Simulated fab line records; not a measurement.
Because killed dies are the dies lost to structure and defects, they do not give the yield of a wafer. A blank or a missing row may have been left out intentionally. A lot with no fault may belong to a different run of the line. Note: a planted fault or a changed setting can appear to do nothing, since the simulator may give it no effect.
Comparing a struck lot with a sound one ; flow n5Finfet ; 18 out of 1938 route steps
Sound: wafers L873.3, L873.5, L873.6. The struck wafers were L884.2, L884.3, L884.6. At the end, the cause is stated.
Each step with rows lists, per side, the tool, then ch with its chambers, then its first start. Under that, the readings that differ: sound wafers ; struck wafers ; difference of the means ; sigmas: that difference in standard deviations of wafers without a fault.
alike: a reading whose means differ by less than 2 such deviations, as well as words and numbers matching on both sides. not compared: withheld readings; readings where some wafer has no value; bounds like >300 that might hide an equal value; numbers whose values overlap and for which the record gives no deviation.
The two part at a step that has a row with sigmas, a row that says differs or no value, or rows on one side only. Numbers that don't overlap but have no deviation are shown without sigmas and don't part them. A reading missing from all wafers of one side parts the sides only when that side holds two or more wafers.

first, 1 step without rows for these wafers: N5_STI_FIN_REVEAL_SRD_21 (time 30 s).
N5_STI_FIN_REVEAL_OXIDATION_33: chemistry O2 PLASMA REMOTE, time 20 s.
  sound on plasmaAsher-02 ch 0,1, day 3 01:54; struck on plasmaAsher-01 ch 0,1, day 5 18:47
  alike: drypumpMotorCurrentA, heaterPowerW
  not compared: rfHoursCounterH
then, 2 steps without rows for these wafers: N5_STI_FIN_REVEAL_CLEAN_19 (cleans in O3/DIW, time 120 s); N5_STI_FIN_REVEAL_SRD_23 (time 30 s).
N5_STI_FIN_REVEAL_CD_MEAS_22: target cd 6.238 nm, pitch 28 nm.
  sound on cdSem-03, day 3 02:03; struck on cdSem-01, day 5 18:57
  alike: cdNm
N5_STI_FIN_REVEAL_FIN_H_MEAS_10:
  sound on ocd-02, day 3 02:05; struck on ocd-02, day 5 18:59
  alike: trenchDepthNm
then, 2 steps without rows for these wafers: N5_STI_FIN_REVEAL_PRECLEAN_18 (cleans in SC2, time 45 s); N5_STI_FIN_REVEAL_SRD_28 (time 30 s).
N5_STI_FIN_REVEAL_INSPECT_13: inspects for defects (darkfield).
  sound on defectInspect-01, day 3 02:10; struck on defectInspect-01, day 5 19:04
  alike: rawDefectCount
then, 2 steps without rows for these wafers: N5_DUMMY_GATE_PRECLEAN_00 (cleans in O3/DIW, time 60 s); N5_DUMMY_GATE_SRD_01 (time 30 s).
N5_DUMMY_GATE_ALD_02: deposits SiO2, target thk 2 nm, pulse time 1 s.
  sound on aldSin-01 ch 0,1, day 3 02:17; struck on aldSin-02 ch 1,3, day 5 20:04
  alike: heaterPowerW, precursorPulseHeightRel
N5_DUMMY_GATE_CVD_03: deposits a-Si from SiH4, target thk 150 nm, time 8042 s.
  sound on lpcvd-02 ch 0/25,0/34,0/39, day 3 02:24; struck on lpcvd-01 ch 1/20,1/25,1/39, day 5 20:10
reading;sound;struck;difference;sigmas
spikeTcBottomC (C);551 551 551;579 579 579;+28;+7
spikeTcCentreC (C);531.0 531.0 531.0;553.8 553.8 553.8;+22.8;+32
spikeTcLowerC (C);528.5 528.5 528.5;552.2 552.2 552.2;+23.7;+30
spikeTcTopC (C);558.2 558.2 558.2;574.7 574.7 574.7;+16.5;+7
spikeTcUpperC (C);530.9 530.9 530.9;552.7 552.7 552.7;+21.8;+33
susceptorTempC (C);530.09 530.09 530.09;552.17 552.17 552.17;+22.08;+99 or more
model.a-Si_of_DUMMY_GATE_CVD_03.thkNm (nm);148.2 149.2 148.8;274.2 272.4 272.8;+124.4;
then, 2 steps without rows for these wafers: N5_DUMMY_GATE_PRECLEAN_46 (cleans in DIW, time 89.5 s); N5_DUMMY_GATE_SRD_47 (dry time 32 s).
N5_DUMMY_GATE_CMP_04: polishes a-Si.
  sound on cmp-01 ch 2,3, day 3 06:10; struck on cmp-03 ch 1,2,3, day 5 23:56
reading;sound;struck;difference;sigmas
timeToEndpointS (s);8 7 13;28 29 29;+19;+6
  alike: motorCurrentA
  not compared: padLifeWafers
N5_DUMMY_GATE_THK_MEAS_05:
  sound on filmMetro-02, day 3 06:23; struck on filmMetro-01, day 6 00:09
  alike: thkNm
-- the record jumps here: 5 days lie between the struck wafers' starts before and after (it left off in module DUMMY_GATE and takes up again in module BEOL_M4, whose first step shown is number 1111 of the route) --
N5_BEOL_M4_RC_MEAS_101:
  sound on prober-01 ch 0, day 8 05:34; struck on prober-01 ch 0, day 11 04:33
  alike: DIBL_N, DIBL_P, IOFF_N, IOFF_P, ION_N, ION_P, SS_N, SS_P, VT_N, VT_P

## WHERE THEY PART
At N5_DUMMY_GATE_CVD_03 first; at N5_DUMMY_GATE_CMP_04 last (within this record only). Later steps at which nothing parts them and some readings are alike: N5_DUMMY_GATE_THK_MEAS_05, N5_BEOL_M4_RC_MEAS_101.

WHY: whatever the simulator had introduced
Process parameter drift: lpcvd-01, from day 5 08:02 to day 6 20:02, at N5_DUMMY_GATE_CVD_03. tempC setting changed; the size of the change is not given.
